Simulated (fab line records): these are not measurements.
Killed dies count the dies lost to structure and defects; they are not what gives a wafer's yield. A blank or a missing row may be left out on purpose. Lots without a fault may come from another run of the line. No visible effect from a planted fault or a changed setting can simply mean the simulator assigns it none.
Chamber matching | flow n5 finfet | 4 sister chambers for N5_DUMMY_GATE_ETCH_23 on rie si-01
The step etches poly-Si in HBr/Cl2/O2, target depth 41 nm, time 22.3 s. 8 wafers are shown with their chamber, then 12 later ones without.

## WAFERS WITH THEIR CHAMBER
wafer  | chamber | throttle valve pct (%) | drypump motor current A (A)
L085.3 | 0       | 37.25                  | 5.58
L085.6 | 3       | 37.09                  | 6.20
L086.4 | 2       | 37.58                  | 5.41
L086.5 | 2       | 37.57                  | 5.41
L086.6 | 1       | 37.30                  | 5.63
L088.1 | 0       | 37.25                  | 5.57
L088.2 | 3       | 37.09                  | 6.22
L088.4 | 1       | 37.28                  | 5.62

## WAFERS WITH NO CHAMBER GIVEN
wafer  | throttle valve pct (%) | drypump motor current A (A)
L092.4 | 37.29                  | 5.64
L092.5 | 37.08                  | 6.19
L092.6 | 37.57                  | 5.41
L093.1 | 37.57                  | 5.43
L093.2 | 37.10                  | 6.21
L093.4 | 37.25                  | 5.58
L095.2 | 37.57                  | 5.42
L095.4 | 37.30                  | 5.63
L095.6 | 37.26                  | 5.61
L097.1 | 37.29                  | 5.63
L097.2 | 37.09                  | 6.21
L097.5 | 37.31                  | 5.65

## WHICH CHAMBER EACH ONE RAN IN
wafer  | from the rows above     | in truth
L092.4 | 1                       | 1
L092.5 | 3                       | 3
L092.6 | 2                       | 2
L093.1 | 2                       | 2
L093.2 | 3                       | 3
L093.4 | 0                       | 0
L095.2 | 2                       | 2
L095.4 | 1                       | 1
L095.6 | can't be placed: 1 or 0 | 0
L097.1 | 1                       | 1
L097.2 | 3                       | 3
L097.5 | 1                       | 1
11 of 12 placed correctly. From these rows, 1 cannot be placed; in 1 the true chamber is one of the candidates. Number placed wrongly: 0.
How it was worked out, from the rows above alone: a wafer's distance from a chamber is the root of the sum, over the readings, of the square of ((its reading less the chamber's mean) divided by the reading's scatter). The wafer belongs to the nearest chamber; if the next one is less than 2 further off, it can't be placed. The mean given for a chamber averages the wafers shown for that chamber. How the scatter is found: for the shown wafers, subtract from each reading the mean of its chamber, square and add these, divide the total by (wafers less chambers), then take the root.
